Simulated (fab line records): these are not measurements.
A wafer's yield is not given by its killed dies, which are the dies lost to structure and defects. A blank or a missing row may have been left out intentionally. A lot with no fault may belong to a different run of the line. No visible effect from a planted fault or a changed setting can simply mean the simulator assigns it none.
fab line records	flow nand-harc
[record] lots = 12	wafers = 36	last-day = 33
route steps=1302 shown A_M0@1156 A_M1@1176 END@1302
lots untouched by any fault: they come from a run of this same line in which no faults occurred
start-h: the number of hours between the record's first day and the start of the first shown wafer of the lot	wait-h: hours elapsed since this lot's preceding step	" the same as in the row above	L1.1+2: a single row standing in for several wafers	- no value present, or no start provided	* or withheld: withheld	< > ~ a bound
route shown NAME@n: a module of which the file shows steps, and the number in the route of the first	usual: average and standard deviation across the fault-free wafers	same: alike in all rows	chamber/n: place in a boat	sites: the reading at each site	_std_site: how widely they spread, as a standard deviation	_edge_site: the outer-site mean with the inner-site mean subtracted	radius-mm: for every site, how far away it sits from the centre of the wafer	mask NAME#n: copy n	behind: the last tool/chamber to shape the wafer	hold: why the lot was held/for how many hours/how that ended	device: transistor that didn't switch, given as n, p or np	end of line: the route-end tests of the same wafers	a step given without rows: its recipe and nothing more	killed: at the first sort, the dies lost to defects and structure; wafer yield is something else	map: per-die view of a wafer (x killed, . not killed, _ where there is no die)
set.NAME: the setting as run; set.NAME@STEP: as run at that earlier step	model.NAME: the simulator's own value behind a step, which no gauge read
a sample of lots followed through the steps of the route, with each step as a table and each wafer as a row
services: the hour from which a tool's chamber was out of use, counted from the record's first day as start-h (under 0 if before that day), plus the number of hours and why
[[steps]]
[step NHARC_A_M0_DEGAS_28]
[recipe] temp-c = 250	time-s = 60
[usual] heater-power-w = 333/27	susceptor-temp-C = 250.02/0.15
lot.wafer	tool	chamber	start-h	wait-h	heater-power-w	susceptor-temp-C
L200.1	pvd-sputter-01	-	551.02	-	322	250.05
L200.5	"	-	"	"	386	249.96
L200.6	"	-	"	"	363	250.02
L204.1	pvd-sputter-02	-	559.98	-	310	249.97
L204.4	"	-	"	"	338	250.06
L204.5	"	-	"	"	307	250.22
L206.1	pvd-sputter-02	-	567.58	-	309	-
L206.6	"	-	"	"	315	-
L206.5	"	-	"	"	313	-
L207.2	pvd-sputter-03	-	584.20	-	349	249.83
L207.1	"	-	"	"	367	250.23
L207.5	"	-	"	"	349	249.79
L208.1	pvd-sputter-01	-	593.58	-	323	250.28
L208.3	"	-	"	"	386	250.13
L208.6	"	-	"	"	321	250.16
L209.4	pvd-sputter-01	-	607.58	-	397	249.91
L209.1	"	-	"	"	349	250.12
L209.3	"	-	"	"	302	250.01
L210.2	pvd-sputter-02	-	620.69	-	311	250.09
L210.1	"	-	"	"	327	249.62
L210.3	"	-	"	"	306	249.90
L212.2	pvd-sputter-02	-	621.54	-	319	250.13
L212.5	"	-	"	"	314	250.00
L212.6	"	-	"	"	331	250.19
L211.3	pvd-sputter-01	-	627.60	-	301	250.15
L211.6	"	-	"	"	391	250.03
L211.5	"	-	"	"	353	250.40
L213.4	pvd-sputter-03	-	642.24	-	310	250.20
L213.3	"	-	"	"	344	249.87
L213.5	"	-	"	"	305	250.33
L217.4	pvd-sputter-02	-	680.21	-	293	250.01
L217.3	"	-	"	"	335	250.06
L217.2	"	-	"	"	355	249.99
L223.4	pvd-sputter-01	-	750.31	-	304	250.07
L223.3	"	-	"	"	378	250.02
L223.5	"	-	"	"	349	249.93
[step NHARC_A_M0_DEP_32]
[recipe] target-thk-a = 300	temp-c = 370	target-thk-nm = 30	pressure-torr = 3	flow-sccm = 200	rf-w = 450	material = SiCN
[usual] heater-power-w = 575/61	susceptor-temp-C = 370.00/0.21
lot.wafer	tool	chamber	start-h	wait-h	heater-power-w	susceptor-temp-C
L200.1	pecvd-04	2	552.74	0.1	667	369.77
L200.6	"	2	"	"	678	370.08
L200.5	"	1	"	"	546	370.24
L204.1	pecvd-03	1	561.80	0.1	684	370.07
L204.4	"	2	"	"	525	369.64
L204.5	"	1	"	"	663	370.29
L206.1	pecvd-03	1	569.32	0.1	622	370.22
L206.6	"	1	"	"	627	370.21
L206.5	"	2	"	"	608	370.03
L207.2	pecvd-03	0	585.93	0.1	623	369.79
L207.1	"	1	"	"	592	369.80
L207.5	"	0	"	"	627	369.90
L208.3	pecvd-04	0	595.37	0.1	601	369.90
L208.1	"	1	"	"	466	370.16
L208.6	"	1	"	"	466	369.82
L209.1	pecvd-04	1	609.29	0.1	507	370.23
L209.3	"	2	"	"	613	369.80
L209.4	"	0	"	"	613	369.84
L210.2	pecvd-04	1	622.39	0.1	542	370.00
L210.3	"	2	"	"	572	369.64
L210.1	"	0	"	"	610	369.92
L212.2	pecvd-02	0	623.29	0.1	538	369.95
L212.6	"	0	"	"	533	370.05
L212.5	"	1	"	"	484	370.25
L211.3	pecvd-03	2	629.27	0.1	602	369.83
L211.6	"	0	"	"	588	370.01
L211.5	"	1	"	"	655	369.59
L213.3	pecvd-02	2	644.00	0.1	500	370.00
L213.5	"	1	"	"	489	369.58
L213.4	"	2	"	"	494	370.19
L217.2	pecvd-04	1	681.92	0.1	542	370.15
L217.3	"	2	"	"	607	370.32
L217.4	"	2	"	"	611	370.37
L223.3	pecvd-03	1	752.36	0.1	713	369.97
L223.4	"	1	"	"	702	369.99
L223.5	"	0	"	"	589	369.93
[step NHARC_A_M1_EXPOSE_06]
[recipe] na = 1.35	target-cd-nm = 120	dose-mj = 75.13	mask-id = A_M1
[usual] exposure-dose-mJ-cm2 = 75.12/0.074
lot.wafer	tool	chamber	start-h	wait-h	mask	exposure-dose-mJ-cm2
L200.1	arfi-scanner-03	0	553.72	-	A_M1#0	75.26
L200.5	"	0	"	"	A_M1#0	75.17
L200.6	"	0	"	"	A_M1#0	75.25
L204.1	arfi-scanner-01	0	562.82	-	A_M1#0	75.01
L204.4	"	0	"	"	A_M1#0	75.00
L204.5	"	0	"	"	A_M1#0	75.03
L206.1	arfi-scanner-02	0	570.26	-	A_M1#0	75.18
L206.5	"	0	"	"	A_M1#0	75.12
L206.6	"	0	"	"	A_M1#0	75.09
L207.1	arfi-scanner-02	0	586.87	-	A_M1#0	75.20
L207.2	"	0	"	"	A_M1#0	75.17
L207.5	"	0	"	"	A_M1#0	75.18
L208.1	arfi-scanner-02	0	596.32	-	A_M1#0	75.08
L208.3	"	0	"	"	A_M1#0	75.14
L208.6	"	0	"	"	A_M1#0	75.11
L209.1	arfi-scanner-01	0	610.43	-	A_M1#0	75.01
L209.3	"	0	"	"	A_M1#0	75.04
L209.4	"	0	"	"	A_M1#0	75.08
L210.1	arfi-scanner-02	0	623.50	-	A_M1#0	86.20
L210.2	"	0	"	"	A_M1#0	86.19
L210.3	"	0	"	"	A_M1#0	86.15
L212.2	arfi-scanner-01	0	624.35	-	A_M1#0	75.10
L212.5	"	0	"	"	A_M1#0	75.00
L212.6	"	0	"	"	A_M1#0	74.96
L211.3	arfi-scanner-02	0	630.39	-	A_M1#0	83.99
L211.5	"	0	"	"	A_M1#0	83.95
L211.6	"	0	"	"	A_M1#0	83.93
L213.3	arfi-scanner-02	0	644.94	-	A_M1#0	82.15
L213.4	"	0	"	"	A_M1#0	82.10
L213.5	"	0	"	"	A_M1#0	82.16
L217.2	arfi-scanner-02	0	683.04	-	A_M1#0	80.79
L217.3	"	0	"	"	A_M1#0	80.86
L217.4	"	0	"	"	A_M1#0	80.80
L223.3	arfi-scanner-01	0	753.55	-	A_M1#0	75.14
L223.4	"	0	"	"	A_M1#0	75.11
L223.5	"	0	"	"	A_M1#0	75.14
[step NHARC_A_M1_CD_MEAS_09]
[recipe] target-cd-nm = 120	landing-energy-ev = 500
[usual] cd-nm = 120.3/0.74
lot.wafer	tool	chamber	start-h	wait-h	cd-nm
L200.1	cd-sem-03	0	553.86	-	120.3
L200.5	"	0	"	"	119.9
L200.6	"	0	"	"	120.1
L204.1	cd-sem-03	0	562.96	-	120.5
L204.4	"	0	"	"	121.6
L204.5	"	0	"	"	120.4
L206.1	cd-sem-03	0	570.40	-	120.3
L206.5	"	0	"	"	120.5
L206.6	"	0	"	"	120.6
L207.1	cd-sem-02	0	587.01	-	121.7
L207.2	"	0	"	"	120.7
L207.5	"	0	"	"	121.4
L208.1	cd-sem-02	0	596.45	-	119.6
L208.3	"	0	"	"	119.6
L208.6	"	0	"	"	119.4
L209.1	cd-sem-03	0	610.57	-	120.2
L209.3	"	0	"	"	120.3
L209.4	"	0	"	"	120.1
L210.1	cd-sem-03	0	623.64	-	128.3
L210.2	"	0	"	"	127.6
L210.3	"	0	"	"	128.8
L212.2	cd-sem-03	0	624.49	-	119.7
L212.5	"	0	"	"	119.8
L212.6	"	0	"	"	120.6
L211.3	cd-sem-02	0	630.52	-	126.3
L211.5	"	0	"	"	126.4
L211.6	"	0	"	"	127.0
L213.3	cd-sem-01	0	645.08	-	125.9
L213.4	"	0	"	"	125.6
L213.5	"	0	"	"	125.6
L217.2	cd-sem-03	0	683.18	-	125.7
L217.3	"	0	"	"	125.5
L217.4	"	0	"	"	126.0
L223.3	cd-sem-01	0	753.69	-	119.2
L223.4	"	0	"	"	119.4
L223.5	"	0	"	"	118.1
[step NHARC_A_M1_DESCUM_14]
[recipe] time-s = 3	o2-flow-sccm = 200	ar-flow-sccm = 0	bias-power-w = 0	chemistry = O2
[usual] drypump-motor-current-A = 5.6/0.39	oes-product-au = 0.998/0.013	rf-vpp-V = 57.9/0.9	showerhead-plenum-p-Torr = 1.94/0.087	throttle-valve-pct = 11.311/0.0086
[same] bias-power-w = 0
lot.wafer	tool	chamber	start-h	wait-h	drypump-motor-current-A	oes-product-au	rf-hours-counter-h	rf-vpp-V	showerhead-plenum-p-Torr	throttle-valve-pct
L200.1	rie-diel-04	0	554.06	0.1	5.9	1.006	1.2	56.7	1.79	11.319
L200.6	"	3	"	"	4.9	0.971	-	58.3	1.92	11.325
L200.5	"	2	"	"	6.2	0.990	-	58.7	1.97	11.296
L204.1	rie-diel-04	3	563.16	0.1	4.9	0.971	1.6	57.5	1.92	11.307
L204.4	"	1	"	"	5.2	1.004	0.1	58.0	2.02	11.306
L204.5	"	3	"	"	4.9	0.967	-	58.0	1.92	11.309
L206.1	rie-diel-10	3	570.59	0.1	5.3	1.002	3.7	57.8	2.05	11.304
L206.5	"	2	"	"	6.1	1.009	-	58.4	1.94	11.310
L206.6	"	3	"	"	5.3	0.993	-	57.2	2.05	11.296
L207.1	rie-diel-01	1	587.20	0.1	5.6	0.987	1.3	58.0	1.91	11.315
L207.2	"	3	"	"	5.1	0.985	0.1	57.1	1.78	11.309
L207.5	"	1	"	"	5.6	0.996	-	56.9	1.91	11.310
L208.3	rie-diel-01	2	596.66	0.1	5.7	0.987	1.9	57.5	1.89	11.325
L208.1	"	3	"	"	5.2	0.991	0.8	55.5	1.78	11.321
L208.6	"	1	"	"	5.6	0.984	-	59.2	1.91	11.309
L209.1	rie-diel-01	1	610.76	0.1	5.6	0.992	2.3	57.7	1.91	11.307
L209.3	"	2	"	"	5.7	0.989	2.3	58.8	1.89	11.310
L209.4	"	3	"	"	5.2	0.988	1.4	56.0	1.78	11.311
L210.3	rie-diel-10	0	623.84	0.1	5.2	1.022	0.8	58.5	2.00	11.322
L210.1	"	1	"	"	5.8	0.988	1.0	57.3	2.03	11.312
L210.2	"	2	"	"	6.1	1.007	0.9	58.6	1.94	11.326
L212.2	rie-diel-10	3	624.70	0.1	5.3	0.980	0.9	58.0	2.05	11.316
L212.5	"	0	"	"	5.1	1.021	-	58.4	2.00	11.301
L212.6	"	1	"	"	5.8	0.985	-	58.3	2.03	11.310
L211.3	rie-diel-01	2	630.72	0.1	5.7	0.974	3.2	58.4	1.89	11.318
L211.6	"	0	"	"	5.7	1.007	-	57.9	2.04	11.310
L211.5	"	1	"	"	5.6	0.987	-	59.3	1.91	11.313
L213.3	rie-diel-01	3	645.26	0.1	5.1	0.989	3.0	56.5	1.78	11.314
L213.4	"	3	"	"	5.1	0.986	-	56.3	1.78	11.319
L213.5	"	1	"	"	5.6	0.985	-	58.5	1.91	11.319
L217.3	rie-diel-04	3	683.36	0.1	4.9	0.987	8.5	57.4	1.92	11.316
L217.4	"	1	"	"	5.2	0.999	6.0	57.0	2.02	11.315
L217.2	"	2	"	"	6.2	0.980	8.0	57.9	1.97	11.305
L223.4	rie-diel-10	1	753.89	0.1	5.8	1.001	4.2	58.2	2.03	11.306
L223.3	"	2	"	"	6.1	1.002	4.2	58.5	1.94	11.321
L223.5	"	0	"	"	5.1	1.028	-	59.2	2.00	11.309
[step NHARC_END_SORT_01]
[recipe] temp-c = 25
[usual] defect-limited-yield = 90.7/2.9	killed-at-array = 58/20	killed-at-other = 1.0/1.2	killed-at-periphery = 4.1/3	killed-dies = 63/20	killed-open = 3.2/1.7	killed-short = 2.5/1.5
[same] gross-dies = 677
lot.wafer	tool	chamber	start-h	wait-h	defect-limited-yield[%]	killed-at-array	killed-at-other	killed-at-periphery	killed-dies	killed-open	killed-short
L200.1	prober-02	0	591.29	2.5	91.4	56	1	1	58	1	3
L200.5	prober-02	0	594.46	3.7	89.5	67	2	2	71	4	1
L200.6	prober-02	0	595.25	4.0	90.0	65	0	3	68	0	1
L204.1	prober-01	0	600.06	2.5	95.1	28	3	2	33	1	6
L204.4	prober-01	0	602.46	3.4	95.3	24	3	5	32	3	4
L204.5	prober-01	0	603.26	3.7	95.3	26	3	3	32	3	4
L206.1	prober-02	0	605.02	2.5	95.3	29	2	1	32	1	4
L206.5	prober-02	0	608.20	3.7	95.4	28	1	2	31	4	4
L206.6	prober-02	0	608.99	4.0	95.7	21	1	7	29	9	2
L207.1	prober-02	0	621.56	2.5	91.1	59	0	1	60	3	1
L207.2	prober-02	0	622.36	2.8	91.6	57	0	0	57	0	2
L207.5	prober-02	0	624.73	3.7	89.8	67	0	2	69	4	1
L208.1	prober-01	0	632.55	2.5	87.6	82	0	2	84	6	4
L208.3	prober-01	0	634.16	3.1	87.9	76	0	6	82	5	5
L208.6	prober-01	0	636.57	4.0	87.4	84	0	1	85	1	3
L209.1	prober-02	0	647.84	2.5	90.8	58	0	4	62	4	2
L209.3	prober-02	0	649.44	3.1	92.9	45	0	3	48	2	0
L209.4	prober-02	0	650.25	3.4	91.0	59	0	2	61	3	1
L210.1	prober-01	0	658.84	2.5	89.5	63	2	6	71	2	4
L210.2	prober-01	0	659.64	2.8	89.4	59	3	10	72	5	1
L210.3	prober-01	0	660.44	3.1	89.2	65	1	7	73	6	1
L212.2	prober-02	0	659.69	2.8	93.2	35	0	11	46	5	2
L212.5	prober-02	0	662.12	3.7	93.5	36	0	8	44	1	4
L212.6	prober-02	0	662.93	4.1	92.3	41	1	10	52	7	4
L211.3	prober-01	0	669.10	3.1	89.1	67	0	7	74	1	2
L211.5	prober-01	0	670.69	3.7	87.7	74	0	9	83	3	2
L211.6	prober-01	0	671.48	4.0	89.4	66	2	4	72	0	2
L213.3	prober-02	0	689.15	3.1	93.8	27	2	13	42	1	2
L213.4	prober-02	0	689.96	3.4	95.6	20	1	9	30	2	0
L213.5	prober-02	0	690.77	3.7	93.4	31	1	13	45	4	2
L217.2	prober-01	0	719.41	2.8	87.7	81	0	2	83	4	5
L217.3	prober-01	0	720.22	3.1	84.6	99	2	3	104	2	6
L217.4	prober-01	0	721.03	3.4	85.4	99	0	0	99	2	3
L223.3	prober-02	0	787.70	3.1	92.8	46	0	3	49	2	1
L223.4	prober-02	0	788.51	3.4	93.4	41	2	2	45	3	0
L223.5	prober-02	0	789.31	3.7	93.2	44	2	0	46	2	5
// killed by level:class
L200.1 A_SLIT:chamber-film-flake=25 A_CHANNEL_HOLE_D1:chamber-film-flake=19 A_CHANNEL_HOLE_D2:chamber-film-flake=5 A_CONTACT:chamber-film-flake=2 A_ONON_D1:geometric-particle:short=1 A_CHANNEL_HOLE_D1:geometric-particle:short=1 A_CHANNEL_FILL_D2:geometric-particle:short=1 P_STI:chamber-film-flake=1
L200.5 A_CHANNEL_HOLE_D1:chamber-film-flake=26 A_SLIT:chamber-film-flake=24 A_CHANNEL_HOLE_D2:chamber-film-flake=9 A_CONTACT:chamber-film-flake=3 THIN_TSV:chamber-film-flake=2 P_M0:geometric-particle:open=1 A_CHANNEL_HOLE_D1:geometric-particle:open=1 A_CHANNEL_FILL_D1:geometric-particle:open=1
L200.6 A_SLIT:chamber-film-flake=26 A_CHANNEL_HOLE_D1:chamber-film-flake=21 A_CHANNEL_HOLE_D2:chamber-film-flake=15 P_STI:chamber-film-flake=2 A_WL_FILL:geometric-particle:short=1 P_GATE:chamber-film-flake=1 A_STAIRCASE:chamber-film-flake=1 A_SGD_CUT:chamber-film-flake=1
L204.1 A_CONTACT:chamber-film-flake=9 A_CHANNEL_HOLE_D2:chamber-film-flake=7 A_CHANNEL_HOLE_D1:chamber-film-flake=3 THIN_TSV:chamber-film-flake=3 P_M0:geometric-particle:open=1 A_CHANNEL_HOLE_D1:geometric-particle:short=1 A_CHANNEL_FILL_D1:geometric-particle:short=1 A_ONON_D2:geometric-particle:short=1
L204.4 A_CHANNEL_HOLE_D2:chamber-film-flake=12 A_CONTACT:chamber-film-flake=3 A_CHANNEL_FILL_D1:geometric-particle:open=2 P_GATE:chamber-film-flake=2 A_CHANNEL_HOLE_D1:chamber-film-flake=2 THIN_TSV:chamber-film-flake=2 P_M0:geometric-particle:short=1 A_DECK1_JOINT:geometric-particle:short=1
L204.5 A_CHANNEL_HOLE_D2:chamber-film-flake=10 A_CHANNEL_HOLE_D1:chamber-film-flake=7 A_CONTACT:chamber-film-flake=3 THIN_TSV:chamber-film-flake=2 P_GATE:geometric-particle:open=1 A_CHANNEL_HOLE_D1:geometric-particle:short=1 A_ONON_D2:geometric-particle:short=1 A_CHANNEL_HOLE_D2:geometric-particle:short=1
L206.1 A_CHANNEL_HOLE_D2:chamber-film-flake=12 A_CONTACT:chamber-film-flake=9 A_CHANNEL_HOLE_D1:chamber-film-flake=3 THIN_TSV:chamber-film-flake=2 A_ONON_D2:geometric-particle:short=1 A_WL_FILL:geometric-particle:short=1 A_M0:geometric-particle:open=1 A_M0:geometric-particle:short=1
L206.5 A_CHANNEL_HOLE_D2:chamber-film-flake=9 A_CONTACT:chamber-film-flake=7 A_CHANNEL_HOLE_D1:chamber-film-flake=2 P_M0:geometric-particle:open=1 A_DECK1_JOINT:geometric-particle:short=1 A_CHANNEL_FILL_D2:geometric-particle:open=1 A_CHANNEL_FILL_D2:geometric-particle:short=1 A_SGD_CUT:geometric-particle:short=1
L206.6 A_CHANNEL_HOLE_D2:chamber-film-flake=9 P_CONTACT:geometric-particle:open=3 A_CHANNEL_HOLE_D1:chamber-film-flake=3 P_M0:geometric-particle:open=2 A_M0:geometric-particle:open=2 A_CONTACT:chamber-film-flake=2 A_CHANNEL_FILL_D1:geometric-particle:short=1 A_ONON_D2:geometric-particle:open=1
L207.1 A_CHANNEL_HOLE_D1:chamber-film-flake=26 A_CHANNEL_HOLE_D2:chamber-film-flake=13 A_CHANNEL_FILL_D1:chamber-film-flake=3 A_CONTACT:chamber-film-flake=3 A_M0:chamber-film-flake=3 A_SGD_CUT:geometric-particle:open=2 A_SGD_CUT:chamber-film-flake=2 A_SLIT:chamber-film-flake=2
L207.2 A_CHANNEL_HOLE_D1:chamber-film-flake=22 A_CHANNEL_HOLE_D2:chamber-film-flake=18 A_WL_FILL:chamber-film-flake=5 A_CONTACT:chamber-film-flake=3 A_CHANNEL_FILL_D1:chamber-film-flake=2 A_STAIRCASE:chamber-film-flake=2 A_M0:chamber-film-flake=2 A_DECK1_JOINT:geometric-particle:short=1
L207.5 A_CHANNEL_HOLE_D1:chamber-film-flake=29 A_CHANNEL_HOLE_D2:chamber-film-flake=16 A_STAIRCASE:chamber-film-flake=4 A_CHANNEL_FILL_D1:chamber-film-flake=3 A_WL_FILL:chamber-film-flake=3 A_M0:chamber-film-flake=3 P_GATE:geometric-particle:open=1 A_ONON_D1:geometric-particle:open=1
L208.1 A_SLIT:chamber-film-flake=36 A_CHANNEL_HOLE_D2:chamber-film-flake=23 A_M0:geometric-particle:open=2 A_CHANNEL_FILL_D1:chamber-film-flake=2 A_STAIRCASE:chamber-film-flake=2 A_CHANNEL_FILL_D2:chamber-film-flake=2 A_WL_FILL:chamber-film-flake=2 A_CONTACT:chamber-film-flake=2
L208.3 A_SLIT:chamber-film-flake=29 A_CHANNEL_HOLE_D2:chamber-film-flake=28 A_CHANNEL_HOLE_D1:chamber-film-flake=3 A_BONDPAD:chamber-film-flake=3 A_ONON_D1:geometric-particle:open=2 A_CHANNEL_FILL_D2:geometric-particle:short=2 P_STI:chamber-film-flake=2 A_STAIRCASE:chamber-film-flake=2
L208.6 A_SLIT:chamber-film-flake=32 A_CHANNEL_HOLE_D2:chamber-film-flake=31 A_CHANNEL_HOLE_D1:chamber-film-flake=3 A_CHANNEL_FILL_D1:chamber-film-flake=3 A_STAIRCASE:chamber-film-flake=3 A_CONTACT:chamber-film-flake=3 A_CHANNEL_FILL_D2:chamber-film-flake=2 A_ONON_D2:geometric-particle:short=1
L209.1 A_CHANNEL_HOLE_D1:chamber-film-flake=24 A_CHANNEL_HOLE_D2:chamber-film-flake=20 A_STAIRCASE:chamber-film-flake=4 P_GATE:chamber-film-flake=3 A_WL_FILL:geometric-particle:open=2 A_CHANNEL_FILL_D2:chamber-film-flake=2 A_CONTACT:chamber-film-flake=2 P_CONTACT:geometric-particle:open=1
L209.3 A_CHANNEL_HOLE_D1:chamber-film-flake=24 A_CHANNEL_HOLE_D2:chamber-film-flake=12 A_CONTACT:chamber-film-flake=3 P_ZERO_WELL:chamber-film-flake=2 A_CHANNEL_FILL_D2:chamber-film-flake=2 A_CHANNEL_FILL_D1:geometric-particle:open=1 A_ONON_D2:geometric-particle:open=1 P_GATE:chamber-film-flake=1
L209.4 A_CHANNEL_HOLE_D1:chamber-film-flake=32 A_CHANNEL_HOLE_D2:chamber-film-flake=17 A_SGD_CUT:chamber-film-flake=2 A_SLIT:chamber-film-flake=2 A_CONTACT:chamber-film-flake=2 P_GATE:geometric-particle:open=1 A_WL_FILL:geometric-particle:open=1 A_M0:geometric-particle:open=1
L210.1 A_SLIT:chamber-film-flake=38 A_CHANNEL_HOLE_D1:chamber-film-flake=6 A_CONTACT:chamber-film-flake=6 P_ZERO_WELL:chamber-film-flake=3 A_CHANNEL_HOLE_D2:chamber-film-flake=3 A_STAIRCASE:chamber-film-flake=3 THIN_TSV:chamber-film-flake=2 P_M1:geometric-particle:open=1
L210.2 A_SLIT:chamber-film-flake=33 A_CHANNEL_HOLE_D1:chamber-film-flake=7 A_CONTACT:chamber-film-flake=6 P_ZERO_WELL:chamber-film-flake=5 A_CHANNEL_HOLE_D2:chamber-film-flake=5 THIN_TSV:chamber-film-flake=3 P_CONTACT:geometric-particle:open=2 P_GATE:chamber-film-flake=2
L212.2 A_CHANNEL_HOLE_D1:chamber-film-flake=26 A_STAIRCASE:chamber-film-flake=5 P_BONDPAD:chamber-film-flake=4 P_M0:geometric-particle:open=2 P_GATE:chamber-film-flake=2 P_GATE:geometric-particle:open=1 P_CONTACT:geometric-particle:short=1 P_M1:geometric-particle:open=1
L210.3 A_SLIT:chamber-film-flake=35 A_CHANNEL_HOLE_D2:chamber-film-flake=6 A_CHANNEL_HOLE_D1:chamber-film-flake=6 A_STAIRCASE:chamber-film-flake=6 P_ZERO_WELL:chamber-film-flake=4 A_CONTACT:chamber-film-flake=4 A_CHANNEL_FILL_D2:geometric-particle:open=2 P_GATE:chamber-film-flake=2
L212.5 A_CHANNEL_HOLE_D1:chamber-film-flake=22 P_BONDPAD:chamber-film-flake=6 A_STAIRCASE:chamber-film-flake=6 A_ONON_D1:geometric-particle:short=1 A_DECK1_JOINT:geometric-particle:open=1 A_CHANNEL_HOLE_D2:geometric-particle:short=1 A_CHANNEL_FILL_D2:geometric-particle:short=1 A_SGD_CUT:geometric-particle:short=1
L212.6 A_CHANNEL_HOLE_D1:chamber-film-flake=25 P_BONDPAD:chamber-film-flake=3 A_CONTACT:chamber-film-flake=3 A_ONON_D2:geometric-particle:short=2 A_CHANNEL_HOLE_D2:geometric-particle:open=2 P_CONTACT:chamber-film-flake=2 A_STAIRCASE:chamber-film-flake=2 P_GATE:geometric-particle:short=1
L211.3 A_SLIT:chamber-film-flake=30 A_CHANNEL_HOLE_D2:chamber-film-flake=17 A_CONTACT:chamber-film-flake=8 A_CHANNEL_HOLE_D1:chamber-film-flake=6 P_GATE:geometric-particle:short=2 P_STI:chamber-film-flake=2 P_M2:chamber-film-flake=2 A_DECK1_JOINT:chamber-film-flake=2
L211.5 A_SLIT:chamber-film-flake=40 A_CHANNEL_HOLE_D2:chamber-film-flake=16 A_CHANNEL_HOLE_D1:chamber-film-flake=9 A_CONTACT:chamber-film-flake=5 P_STI:chamber-film-flake=3 A_M0:geometric-particle:open=2 P_M2:chamber-film-flake=2 P_GATE:geometric-particle:open=1
L211.6 A_SLIT:chamber-film-flake=36 A_CHANNEL_HOLE_D2:chamber-film-flake=15 A_CONTACT:chamber-film-flake=8 P_STI:chamber-film-flake=3 A_CHANNEL_HOLE_D1:chamber-film-flake=2 A_DECK1_JOINT:chamber-film-flake=2 A_DECK1_JOINT:geometric-particle:short=1 STARTING-WAFER:geometric-particle:short=1
L213.3 A_CHANNEL_HOLE_D1:chamber-film-flake=10 P_GATE:chamber-film-flake=8 A_STAIRCASE:chamber-film-flake=8 A_SLIT:chamber-film-flake=4 P_BONDPAD:chamber-film-flake=3 P_CONTACT:chamber-film-flake=2 THIN_TSV:chamber-film-flake=2 A_ONON_D1:geometric-particle:open=1
L213.4 A_STAIRCASE:chamber-film-flake=8 A_CHANNEL_HOLE_D1:chamber-film-flake=6 P_CONTACT:chamber-film-flake=5 P_GATE:chamber-film-flake=2 P_GATE:geometric-particle:open=1 A_WL_FILL:geometric-particle:open=1 P_BONDPAD:chamber-film-flake=1 A_ZERO_WELL:chamber-film-flake=1
L213.5 A_STAIRCASE:chamber-film-flake=9 A_CHANNEL_HOLE_D1:chamber-film-flake=8 P_GATE:chamber-film-flake=6 P_CONTACT:chamber-film-flake=4 A_SLIT:chamber-film-flake=4 P_BONDPAD:chamber-film-flake=2 A_CHANNEL_FILL_D1:chamber-film-flake=2 P_GATE:geometric-particle:open=1
L217.2 A_SLIT:chamber-film-flake=23 A_CHANNEL_HOLE_D1:chamber-film-flake=21 A_CHANNEL_HOLE_D2:chamber-film-flake=19 A_CHANNEL_FILL_D2:chamber-film-flake=4 A_STAIRCASE:chamber-film-flake=3 A_CONTACT:chamber-film-flake=3 A_WL_FILL:geometric-particle:short=2 P_M0:geometric-particle:open=1
L217.3 A_SLIT:chamber-film-flake=33 A_CHANNEL_HOLE_D1:chamber-film-flake=30 A_CHANNEL_HOLE_D2:chamber-film-flake=22 A_CHANNEL_FILL_D1:geometric-particle:short=3 A_CONTACT:chamber-film-flake=3 A_BLC:geometric-particle:open=2 P_M1:chamber-film-flake=2 A_CHANNEL_FILL_D2:chamber-film-flake=2
L217.4 A_SLIT:chamber-film-flake=44 A_CHANNEL_HOLE_D2:chamber-film-flake=23 A_CHANNEL_HOLE_D1:chamber-film-flake=19 A_CONTACT:chamber-film-flake=5 A_CHANNEL_FILL_D2:chamber-film-flake=2 A_ONON_D1:geometric-particle:short=1 A_ONON_D1:geometric-particle:open=1 A_CHANNEL_FILL_D1:geometric-particle:open=1
L223.3 A_SLIT:chamber-film-flake=37 A_CONTACT:chamber-film-flake=3 A_DECK1_JOINT:chamber-film-flake=2 A_CHANNEL_HOLE_D2:chamber-film-flake=2 P_M1:geometric-particle:short=1 A_CHANNEL_FILL_D1:geometric-particle:open=1 A_M0:geometric-particle:open=1 P_STI:chamber-film-flake=1
L223.4 A_SLIT:chamber-film-flake=31 A_CONTACT:chamber-film-flake=5 P_M2:chamber-film-flake=2 A_ONON_D1:geometric-particle:open=1 A_CHANNEL_HOLE_D1:geometric-particle:open=1 A_CHANNEL_FILL_D1:geometric-particle:open=1 A_DECK1_JOINT:chamber-film-flake=1 A_STAIRCASE:chamber-film-flake=1
L223.5 A_SLIT:chamber-film-flake=34 A_DECK1_JOINT:geometric-particle:short=2 A_WL_FILL:geometric-particle:short=2 A_CONTACT:chamber-film-flake=2 A_ONON_D1:geometric-particle:short=1 A_ONON_D2:geometric-particle:open=1 STARTING-WAFER:geometric-particle:open=1 A_ZERO_WELL:chamber-film-flake=1
[[services]]
tool	chamber	start-h	hours	kind
arfi-scanner-01	-	541.23	2.7	repair
pecvd-03	-	547.16	13.0	pm
rie-diel-01	-	557.97	9.0	pm
arfi-scanner-02	-	567.80	1.2	repair
arfi-scanner-01	-	568.02	2.8	repair
rie-diel-01	3	570.01	14.0	repair
pvd-sputter-01	-	582.00	10.0	pm
rie-diel-10	-	586.59	0.7	repair
rie-diel-10	1	594.11	4.1	repair
arfi-scanner-01	-	596.02	4.0	pm
rie-diel-10	-	596.50	9.0	pm
arfi-scanner-02	-	621.83	1.1	repair
pecvd-04	-	631.00	13.0	pm
pvd-sputter-02	-	638.00	10.0	pm
rie-diel-01	0	642.22	7.1	repair
rie-diel-10	-	643.93	4.7	repair
arfi-scanner-02	-	656.00	4.0	pm
pecvd-04	0	667.57	7.7	repair
pecvd-03	1	697.70	5.4	repair
arfi-scanner-02	-	721.31	2.4	repair
pvd-sputter-02	-	725.26	8.4	repair
pecvd-03	-	728.18	13.0	pm
arfi-scanner-02	-	729.29	1.6	repair
rie-diel-01	-	734.97	9.0	pm
[[key]]
[first-sign] step = NHARC_A_M1_EXPOSE_06	reading = exposure-dose-mJ-cm2	direction = up	sigmas = 99+	usual = 75.12	struck = 83.27
[effect] step = NHARC_A_M1_CD_MEAS_09	reading = cd-nm	direction = up	sigmas = 8.5	usual = 120.3	struck = 126.6	through = control-loop
met-at NHARC_A_M1_EXPOSE_06
struck-lots L210,L211,L213,L217
[loop-trim] step = NHARC_A_M1_EXPOSE_06	setting = dose	lots = L211,L213,L217
not-acting-at NHARC_A_M0_DEGAS_28,NHARC_A_M0_DEP_32,NHARC_A_M1_DESCUM_14
onset-between 596.32 623.50
[fault] kind = process-parameter-drift	tool = arfi-scanner-02	chamber = -	onset-h = 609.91	steps = NHARC_A_M1_EXPOSE_06	channel = dose-mj	offset = 10.986	shape = step	acts-in = these-recipes-only	stated = 75.13
// loop-trim: a control loop set the setting to another value than it would have without faults
